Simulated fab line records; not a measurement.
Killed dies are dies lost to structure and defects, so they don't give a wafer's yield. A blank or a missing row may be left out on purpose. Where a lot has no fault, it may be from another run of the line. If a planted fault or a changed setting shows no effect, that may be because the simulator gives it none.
fab line records -- flow nand_harc
record lots=5, wafers=15, last_day=32
route steps=1302 shown P_GATE@126
lots with no fault: from the same line, run without faults
start_h: hours from the record's opening day to when the first of the lot's shown wafers began -- wait_h: hours since the lot's step before -- " the same as in the row above -- L1.1+2: a single row standing in for several wafers -- - no value present, or no start provided -- * or withheld: withheld -- < > ~ a bound
route shown NAME@n: NAME is a module with steps in the file, n the number in the route of the first one -- usual: mean and standard deviation over wafers with no fault -- same: alike in all rows -- chamber/n: place in a boat -- sites: the reading at each site -- _std_site: their standard deviation -- _edge_site: inner sites' mean taken away from outer sites' mean -- radius_mm: for every site, how far away it sits from the centre of the wafer -- mask NAME#n: copy n -- behind: the last tool/chamber to shape the wafer -- hold: cause of the lot's hold/its duration in hours/its outcome -- device: the transistor (n, p or np) that didn't switch -- end of line: at the end of the route, the tests of the same wafers -- where a step has no rows: the recipe by itself -- killed: the dies lost at the first sort to structure and to defects; this is not the yield of the wafer -- map: a wafer's dies, marking killed ones x, the rest . and places with no die _
set.NAME: the setting as run; set.NAME@STEP: as run at that earlier step -- model.NAME: the simulator's own value behind a step, which no gauge read
lots at selected steps of the route; one table per step, one row per wafer
services: from which hour (start_h, from the record's first day; less than 0 if before it) a tool's chamber was out of use, for how many hours, and why
## steps
# step NHARC_P_GATE_STRIP_15
# recipe time_s=780, temp_c=130, chemistry=SPM
# step NHARC_P_GATE_PRECLEAN_71
# recipe time_s=*, temp_c=50, bath_age_min=0, chemistry=SC1
# step NHARC_P_GATE_SRD_72
# step NHARC_P_GATE_OXIDE_16
# recipe target_thk_a=30, temp_c=875, ox_time_s=392, material=SiO2
# step NHARC_P_GATE_CVD_17
# recipe target_thk_a=1500, temp_c=620, time_s=900, material=poly-Si
# step NHARC_P_GATE_HM_DEP_102
# recipe target_thk_a=1200, temp_c=400, material=aC
# usual throttle_valve_pct=35.000/0.0099
lot.wafer,tool,chamber,start_h,wait_h,throttle_valve_pct
L512.1,acl_dep-02,0,76.99,0.4,35.002
L512.4,acl_dep-02,0,76.99,0.4,35.001
L512.5,acl_dep-02,0,76.99,0.4,34.993
L517.1,acl_dep-01,0,117.54,0.4,35.011
L517.4,acl_dep-01,0,117.54,0.4,34.982
L517.5,acl_dep-01,0,117.54,0.4,35.007
L525.4,acl_dep-03,0,201.91,0.7,35.005
L525.5,acl_dep-03,0,201.91,0.7,35.002
L525.6,acl_dep-03,0,201.91,0.7,34.993
L534.3,acl_dep-03,0,292.43,0.6,35.014
L534.5,acl_dep-03,0,292.43,0.6,34.997
L534.6,acl_dep-03,0,292.43,0.6,35.002
L535.4,acl_dep-02,0,299.36,0.7,34.995
L535.5,acl_dep-02,0,299.36,0.7,35.005
L535.6,acl_dep-02,0,299.36,0.7,35.010
# step NHARC_P_GATE_DEP_103
# recipe target_thk_a=300, target_thk_nm=30, temp_c=400, flow_sccm=200, rf_w=350, material=SiON
# usual heater_power_w=755/64
lot.wafer,tool,chamber,start_h,wait_h,heater_power_w
L512.1,pecvd-04,2,77.68,0.6,669
L512.4,pecvd-04,2,77.68,0.6,684
L512.5,pecvd-04,0,77.68,0.6,752
L517.1,pecvd-02,0,118.45,0.8,853
L517.5,pecvd-02,1,118.45,0.8,770
L517.4,pecvd-02,0,118.45,0.8,860
L525.5,pecvd-01,1,202.34,0.2,694
L525.4,pecvd-01,2,202.34,0.2,814
L525.6,pecvd-01,0,202.34,0.2,722
L534.3,pecvd-02,1,292.95,0.4,767
L534.6,pecvd-02,2,292.95,0.4,766
L534.5,pecvd-02,0,292.95,0.4,782
L535.6,pecvd-02,0,299.81,0.1,757
L535.5,pecvd-02,1,299.81,0.1,722
L535.4,pecvd-02,2,299.81,0.1,819
# step NHARC_P_GATE_DEHYDRATE_18
# recipe temp_c=150, time_s=120
# step NHARC_P_GATE_HMDS_19
# recipe time_s=30
# step NHARC_P_GATE_COAT_20
# recipe spin_rpm=1500, resist_thk_nm=90
# step NHARC_P_GATE_SOFTBAKE_21
# recipe temp_c=105, time_s=55
# step NHARC_P_GATE_EBR_22
# step NHARC_P_GATE_EXPOSE_23
# recipe na=1.35, target_cd_nm=120, dose_mj=93.91, mask_id=P_GATE
# usual focus_offset_nm=0.1/0.61, stage_vel_mm_s=499.94/0.25
lot.wafer,tool,chamber,start_h,wait_h,mask,focus_offset_nm,stage_vel_mm_s
L512.1,arfi_scanner-02,0,78.06,-,P_GATE#0,-0.4,499.79
L512.4,arfi_scanner-02,0,78.06,-,P_GATE#0,0.2,500.39
L512.5,arfi_scanner-02,0,78.06,-,P_GATE#0,-0.2,499.59
L517.1,arfi_scanner-03,0,118.93,-,P_GATE#0,-0.1,499.73
L517.4,arfi_scanner-03,0,118.93,-,P_GATE#0,-0.5,499.90
L517.5,arfi_scanner-03,0,118.93,-,P_GATE#0,-0.3,500.24
L525.4,arfi_scanner-02,0,202.68,-,P_GATE_R1#0,-0.5,500.36
L525.5,arfi_scanner-02,0,202.68,-,P_GATE_R1#0,1.0,500.40
L525.6,arfi_scanner-02,0,202.68,-,P_GATE_R1#0,-0.1,500.26
L534.3,arfi_scanner-03,0,293.31,-,P_GATE#0,0.7,499.59
L534.5,arfi_scanner-03,0,293.31,-,P_GATE#0,0.4,499.76
L534.6,arfi_scanner-03,0,293.31,-,P_GATE#0,0.1,499.74
L535.4,arfi_scanner-02,0,300.28,-,P_GATE#0,0.6,499.91
L535.5,arfi_scanner-02,0,300.28,-,P_GATE#0,0.0,499.82
L535.6,arfi_scanner-02,0,300.28,-,P_GATE#0,-0.8,499.96
# step NHARC_P_GATE_PEB_24
# recipe peb_temp_c=100, peb_time_s=65
# step NHARC_P_GATE_DEVELOP_25
# recipe develop_time_s=35, dev_temp_c=23
# step NHARC_P_GATE_CD_MEAS_26
# recipe target_cd_nm=120, landing_energy_ev=500
# usual cd_nm=119.5/0.79
lot.wafer,tool,chamber,start_h,wait_h,cd_nm
L512.1,cd_sem-03,0,78.20,-,118.4
L512.4,cd_sem-03,0,78.20,-,119.4
L512.5,cd_sem-03,0,78.20,-,119.8
L517.1,cd_sem-01,0,119.07,-,120.4
L517.4,cd_sem-01,0,119.07,-,119.8
L517.5,cd_sem-01,0,119.07,-,120.3
L525.4,cd_sem-01,0,202.81,-,116.7
L525.5,cd_sem-01,0,202.81,-,115.8
L525.6,cd_sem-01,0,202.81,-,116.8
L534.3,cd_sem-03,0,293.45,-,118.4
L534.5,cd_sem-03,0,293.45,-,119.5
L534.6,cd_sem-03,0,293.45,-,118.0
L535.4,cd_sem-03,0,300.42,-,119.3
L535.5,cd_sem-03,0,300.42,-,119.6
L535.6,cd_sem-03,0,300.42,-,120.3
# step NHARC_P_GATE_OVL_MEAS_27
# usual overlay_x_nm=0.1/0.67, overlay_y_nm=-0.1/0.92
lot.wafer,tool,chamber,start_h,wait_h,overlay_x_nm,overlay_y_nm
L512.1,overlay-02,-,78.29,-,-0.3,-1.0
L512.4,overlay-02,-,78.29,-,0.1,-1.0
L512.5,overlay-02,-,78.29,-,0.2,-0.2
L517.1,overlay-01,-,119.16,-,0.5,1.2
L517.4,overlay-01,-,119.16,-,0.2,0.8
L517.5,overlay-01,-,119.16,-,0.5,0.8
L525.4,overlay-02,-,202.89,-,0.9,1.0
L525.5,overlay-02,-,202.89,-,0.7,1.2
L525.6,overlay-02,-,202.89,-,0.7,1.6
L534.3,overlay-02,-,293.53,-,0.0,-1.0
L534.5,overlay-02,-,293.53,-,0.9,-1.1
L534.6,overlay-02,-,293.53,-,0.6,-0.7
L535.4,overlay-01,-,300.50,-,0.3,0.6
L535.5,overlay-01,-,300.50,-,1.2,0.1
L535.6,overlay-01,-,300.50,-,1.6,0.5
# step NHARC_P_GATE_INSPECT_28
# usual raw_defect_count=6/3.1
lot.wafer,tool,chamber,start_h,wait_h,raw_defect_count
L512.1,defect_inspect-01,-,78.33,0.0,7
L512.4,defect_inspect-01,-,78.33,0.0,10
L512.5,defect_inspect-01,-,78.33,0.0,9
L517.1,defect_inspect-01,-,119.20,0.0,6
L517.4,defect_inspect-01,-,119.20,0.0,5
L517.5,defect_inspect-01,-,119.20,0.0,5
L525.4,defect_inspect-02,-,202.93,0.0,7
L525.5,defect_inspect-02,-,202.93,0.0,4
L525.6,defect_inspect-02,-,202.93,0.0,7
L534.3,defect_inspect-01,-,293.57,0.0,7
L534.5,defect_inspect-01,-,293.57,0.0,7
L534.6,defect_inspect-01,-,293.57,0.0,9
L535.4,defect_inspect-01,-,300.54,0.0,9
L535.5,defect_inspect-01,-,300.54,0.0,4
L535.6,defect_inspect-01,-,300.54,0.0,8
# step NHARC_P_GATE_DESCUM_31
# recipe time_s=3, o2_flow_sccm=200, ar_flow_sccm=0, bias_power_w=0, chemistry=O2
# usual chamber_pressure_mTorr=60.01/0.055, drypump_motor_current_A=5.7/0.41, oes_product_au=0.998/0.011, rf_vpp_V=57.8/0.79, showerhead_plenum_p_Torr=1.94/0.061, throttle_valve_pct=11.312/0.0089
lot.wafer,tool,chamber,start_h,wait_h,chamber_pressure_mTorr,drypump_motor_current_A,oes_product_au,rf_hours_counter_h,rf_vpp_V,showerhead_plenum_p_Torr,throttle_valve_pct,model.P_GATE.cd_nm
L512.4,rie_diel-05,0,78.39,0.1,59.98,6.2,0.985,2.1,57.4,1.86,11.310,119.2
L512.1,rie_diel-05,2,78.39,0.1,60.02,5.8,1.011,2.1,58.6,1.99,11.325,118.3
L512.5,rie_diel-05,1,78.39,0.1,60.09,5.8,1.006,-,58.5,1.98,11.298,119.7
L517.1,rie_diel-03,2,119.26,0.1,60.08,5.2,1.003,2.5,56.8,1.94,11.314,120.1
L517.4,rie_diel-03,1,119.26,0.1,60.01,5.2,1.009,2.8,58.8,2.04,11.314,120.4
L517.5,rie_diel-03,2,119.26,0.1,60.01,5.2,0.996,-,57.3,1.94,11.318,119.6
L525.4,rie_diel-05,2,203.01,0.1,59.96,5.8,1.004,9.7,59.3,1.99,11.300,116.8
L525.5,rie_diel-05,0,203.01,0.1,60.01,6.2,0.983,-,56.6,1.86,11.314,115
L525.6,rie_diel-05,1,203.01,0.1,59.98,5.8,0.999,-,58.5,1.98,11.308,116
L534.3,rie_diel-03,2,293.64,0.1,60.02,5.2,0.998,1.3,57.6,1.94,11.310,118.4
L534.6,rie_diel-03,1,293.64,0.1,60.00,5.2,1.006,-,58.6,2.03,11.313,117.8
L534.5,rie_diel-03,2,293.64,0.1,59.99,5.2,0.996,-,59.3,1.94,11.305,119.5
L535.5,rie_diel-05,1,300.63,0.1,60.01,5.8,0.994,-,56.6,1.98,11.299,119.6
L535.4,rie_diel-05,2,300.63,0.1,60.04,5.8,0.991,-,56.4,1.99,11.312,120
L535.6,rie_diel-05,0,300.63,0.1,60.03,6.1,0.992,-,57.1,1.86,11.314,120.5
# step NHARC_P_GATE_ETCH_104
# recipe target_depth_a=600, time_s=withheld, cf4_flow_sccm=100, chf3_flow_sccm=30, ar_flow_sccm=0, rf_w=500, bias_w=200, chemistry=CF4/CHF3
# usual chamber_pressure_mTorr=25.000/0.023, drypump_motor_current_A=5.7/0.42, oes_product_au=0.955/0.022, rf_vpp_V=371.4/1.7, showerhead_plenum_p_Torr=1.60/0.046, throttle_valve_pct=16.801/0.0093
lot.wafer,tool,chamber,start_h,wait_h,chamber_pressure_mTorr,drypump_motor_current_A,oes_product_au,rf_vpp_V,showerhead_plenum_p_Torr,throttle_valve_pct
L512.1,rie_diel-05,0,78.47,0.1,25.001,6.2,0.953,368.8,1.53,16.806
L512.4,rie_diel-05,2,78.47,0.1,24.997,5.8,0.986,373.4,1.64,16.802
L512.5,rie_diel-05,1,78.47,0.1,25.000,5.8,0.975,372.2,1.63,16.802
L517.1,rie_diel-03,3,119.35,0.1,25.006,5.5,0.958,370.5,1.56,16.805
L517.4,rie_diel-03,1,119.35,0.1,25.022,5.2,0.980,373.7,1.67,16.795
L517.5,rie_diel-03,3,119.35,0.1,25.026,5.5,0.957,369.6,1.56,16.793
L525.4,rie_diel-05,2,203.09,0.1,24.982,5.8,0.986,373.5,1.63,16.794
L525.5,rie_diel-05,3,203.09,0.1,25.006,5.7,0.964,371.9,1.61,16.806
L525.6,rie_diel-05,0,203.09,0.1,25.010,6.1,0.947,369.8,1.53,16.792
L534.3,rie_diel-03,2,293.73,0.1,24.980,5.2,0.948,372.3,1.60,16.811
L534.6,rie_diel-03,3,293.73,0.1,24.981,5.5,0.938,370.5,1.55,16.785
L534.5,rie_diel-03,0,293.73,0.1,25.008,5.3,0.935,373.8,1.64,16.793
L535.5,rie_diel-05,0,300.71,0.1,24.961,6.2,0.953,369.8,1.53,16.799
L535.4,rie_diel-05,1,300.71,0.1,24.978,5.8,0.963,371.3,1.62,16.780
L535.6,rie_diel-05,2,300.71,0.1,24.985,5.8,0.953,373.9,1.63,16.790
# step NHARC_P_GATE_HM_OPEN_105
# recipe target_depth_a=3600, o2_flow_sccm=400, cos_flow_sccm=20, ar_flow_sccm=0, rf_w=500, bias_w=300, chemistry=O2/COS
# usual chamber_pressure_mTorr=20.000/0.019, drypump_motor_current_A=5.7/0.41, oes_product_au=0.996/0.011, rf_vpp_V=468.3/2.2, showerhead_plenum_p_Torr=3.17/0.094, throttle_valve_pct=28.330/0.0084
lot.wafer,tool,chamber,start_h,wait_h,chamber_pressure_mTorr,drypump_motor_current_A,oes_product_au,rf_hours_counter_h,rf_vpp_V,showerhead_plenum_p_Torr,throttle_valve_pct
L512.4,rie_diel-05,1,-,-,20.013,5.8,1.008,1.3,469.3,3.23,28.330
L512.1,rie_diel-05,0,-,-,19.991,6.2,0.978,2.1,465.1,3.04,28.334
L512.5,rie_diel-05,2,-,-,19.993,5.8,1.005,-,470.6,3.25,28.320
L517.1,rie_diel-03,1,-,-,19.987,5.2,1.005,2.8,471.9,3.31,28.327
L517.4,rie_diel-03,3,-,-,19.986,5.5,0.993,2.3,466.8,3.09,28.328
L517.5,rie_diel-03,1,-,-,19.988,5.2,0.998,-,471.4,3.31,28.337
L525.4,rie_diel-05,2,-,-,19.974,5.8,1.014,9.7,469.2,3.24,28.335
L525.5,rie_diel-05,0,-,-,19.960,6.2,0.994,-,465.0,3.04,28.320
L525.6,rie_diel-05,1,-,-,20.011,5.8,1.005,-,468.5,3.23,28.324
L534.3,rie_diel-03,1,-,-,19.986,5.2,0.991,1.9,470.8,3.31,28.338
L534.6,rie_diel-03,1,-,-,20.002,5.2,0.995,-,470.5,3.31,28.321
L534.5,rie_diel-03,2,-,-,20.021,5.2,0.990,-,468.9,3.17,28.324
L535.6,rie_diel-05,1,-,-,19.979,5.8,0.988,-,469.4,3.22,28.337
L535.5,rie_diel-05,2,-,-,19.955,5.8,0.994,-,468.9,3.24,28.335
L535.4,rie_diel-05,0,-,-,20.016,6.2,0.993,-,465.3,3.03,28.304
# step NHARC_P_GATE_STRIP_106
# recipe o2_flow_sccm=400, cos_flow_sccm=20, ar_flow_sccm=0, bias_w=0, chemistry=O2/COS
# step NHARC_P_GATE_ETCH_114
# recipe target_depth_a=300, overetch_a=30, time_s=16.5, ion_energy_ev=100, cf4_flow_sccm=80, o2_flow_sccm=20, ar_flow_sccm=0, rf_w=300, bias_w=100, chemistry=CF4/O2
# usual chamber_pressure_mTorr=30.001/0.028, drypump_motor_current_A=5.7/0.4, oes_product_au=0.996/0.011, rf_vpp_V=198.4/1.1, showerhead_plenum_p_Torr=1.36/0.041, throttle_valve_pct=13.397/0.0096
lot.wafer,tool,chamber,start_h,wait_h,chamber_pressure_mTorr,drypump_motor_current_A,oes_product_au,rf_hours_counter_h,rf_vpp_V,showerhead_plenum_p_Torr,throttle_valve_pct,model.P_GATE.cd_nm
L512.4,rie_diel-05,1,-,-,30.032,5.8,1.010,1.4,198.3,1.38,13.397,123.1
L512.1,rie_diel-05,0,-,-,29.969,6.2,0.985,2.2,196.5,1.30,13.387,115.4
L512.5,rie_diel-05,2,-,-,30.021,5.8,1.006,-,198.8,1.39,13.397,120.5
L517.1,rie_diel-03,1,-,-,29.975,5.2,1.005,2.8,200.5,1.42,13.390,120.3
L517.4,rie_diel-03,0,-,-,29.972,5.3,0.985,2.6,199.2,1.39,13.386,123.5
L517.5,rie_diel-03,1,-,-,30.031,5.2,1.008,-,200.3,1.42,13.390,119.5
L525.4,rie_diel-05,3,-,-,29.939,5.8,0.980,10.2,198.6,1.36,13.414,117.7
L525.5,rie_diel-05,3,-,-,30.006,5.8,0.987,-,198.3,1.36,13.411,112.5
L525.6,rie_diel-05,0,-,-,30.016,6.2,0.981,-,196.8,1.30,13.388,118.6
L534.3,rie_diel-03,0,-,-,30.034,5.3,0.994,1.5,198.9,1.39,13.411,119.3
L534.5,rie_diel-03,3,-,-,29.994,5.5,0.994,-,197.4,1.32,13.387,122.5
L534.6,rie_diel-03,0,-,-,29.984,5.3,0.991,-,198.5,1.39,13.407,118.6
L535.4,rie_diel-05,0,-,-,29.980,6.2,0.986,-,198.2,1.30,13.386,121.1
L535.5,rie_diel-05,1,-,-,30.046,5.8,0.989,-,198.5,1.38,13.406,119.1
L535.6,rie_diel-05,2,-,-,30.037,5.8,0.988,-,200.1,1.39,13.392,122.4
# step NHARC_P_GATE_ETCH_32
# recipe target_depth_a=1500, over_etch_frac=1, over_etch_ion_energy_ev=40, time_s=100.1, hbr_flow_sccm=150, cl2_flow_sccm=50, rf_w=400, icp_w=400, bias_w=100, chemistry=HBr/Cl2
# usual chamber_pressure_mTorr=15.000/0.015, drypump_motor_current_A=5.7/0.46, mfc_cl2_sccm=49.99/0.14, oes_product_au=0.993/0.0093, throttle_valve_pct=26.406/0.0084
lot.wafer,tool,chamber,start_h,wait_h,chamber_pressure_mTorr,drypump_motor_current_A,mfc_cl2_sccm,oes_product_au,rf_hours_counter_h,throttle_valve_pct
L512.4,rie_si-01,3,78.86,-,15.015,6.3,50.00,0.995,0.48,26.401
L512.1,rie_si-01,1,78.86,-,14.991,6.2,50.00,0.997,0.43,26.393
L512.5,rie_si-01,2,78.86,-,15.008,5.8,50.06,0.977,-,26.393
L517.1,rie_si-01,2,119.75,-,15.001,5.8,49.94,0.990,0.71,26.418
L517.4,rie_si-01,3,119.75,-,14.977,6.3,50.04,1.009,0.86,26.414
L517.5,rie_si-01,0,119.75,-,14.974,5.3,50.04,1.009,-,26.394
L525.4,rie_si-02,0,203.48,-,15.001,5.2,50.09,0.982,0.68,26.399
L525.5,rie_si-02,2,203.48,-,15.007,5.6,49.97,0.982,-,26.411
L525.6,rie_si-02,3,203.48,-,14.993,5.9,49.99,0.989,-,26.422
L534.3,rie_si-01,2,294.12,-,14.986,5.8,50.15,0.996,0.68,26.406
L534.6,rie_si-01,0,294.12,-,14.992,5.3,50.30,1.009,-,26.405
L534.5,rie_si-01,1,294.12,-,14.982,6.2,49.97,1.003,-,26.419
L535.4,rie_si-02,1,301.12,-,14.981,5.4,50.39,0.998,0.19,26.403
L535.5,rie_si-02,1,301.12,-,15.030,5.4,50.15,0.998,-,26.399
L535.6,rie_si-02,2,301.12,-,14.976,5.6,49.74,0.972,-,26.403
## services
tool,chamber,start_h,hours,kind
rie_diel-05,1,53.49,8.2,repair
rie_diel-03,-,80.30,9.0,pm
rie_diel-03,-,89.96,1.1,repair
arfi_scanner-02,-,95.57,0.9,repair
pecvd-02,0,107.21,6.2,repair
arfi_scanner-02,-,116.00,4.0,pm
rie_diel-03,1,125.18,2.7,repair
arfi_scanner-02,-,156.29,0.8,repair
pecvd-02,0,165.12,6.7,repair
rie_si-01,-,169.00,9.0,pm
rie_diel-03,0,181.70,4.5,repair
arfi_scanner-02,-,185.78,1.0,repair
pecvd-02,-,191.87,0.7,repair
pecvd-02,-,203.37,13.0,pm
rie_diel-05,-,205.60,9.0,pm
arfi_scanner-02,-,231.07,4.6,repair
rie_diel-05,0,233.95,4.3,repair
rie_diel-03,-,235.25,2.3,repair
rie_diel-03,-,257.30,9.0,pm
rie_si-01,1,265.51,2.0,repair
rie_diel-05,0,273.77,4.3,repair
rie_diel-05,3,274.65,1.6,repair
arfi_scanner-02,-,288.01,4.0,pm
rie_diel-05,3,299.85,8.7,repair
## key
first_sign step=NHARC_P_GATE_EXPOSE_23, reading=mask, direction=changed
effect step=NHARC_P_GATE_CD_MEAS_26, reading=cd_nm, direction=down, sigmas=3.9, usual=119.5, struck=116.4
model_effect step=NHARC_P_GATE_DESCUM_31, value=P_GATE.cd_nm, without=118.8, struck=115.9
model_effect step=NHARC_P_GATE_ETCH_114, value=P_GATE.cd_nm, without=119.1, struck=116.3
met_at NHARC_P_GATE_EXPOSE_23
struck_wafers L525.4,L525.5,L525.6
tester_left_out L525
onset_between 78.06 202.68
fault kind=wrong_mask, tool=any, chamber=-, onset_h=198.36, steps=NHARC_P_GATE_EXPOSE_23, aux_copy=P_GATE_R1#0, cd_offset_nm=-2.8457, scope=struck_lots_only
# tester_left_out: of these lots the tester's yield and bins aren't shown, on N5 and GAA mostly nor the transistor test; their killed dies are dies lost to structure and defects alone, not to doping, threshold or leakage, so they don't give the yield
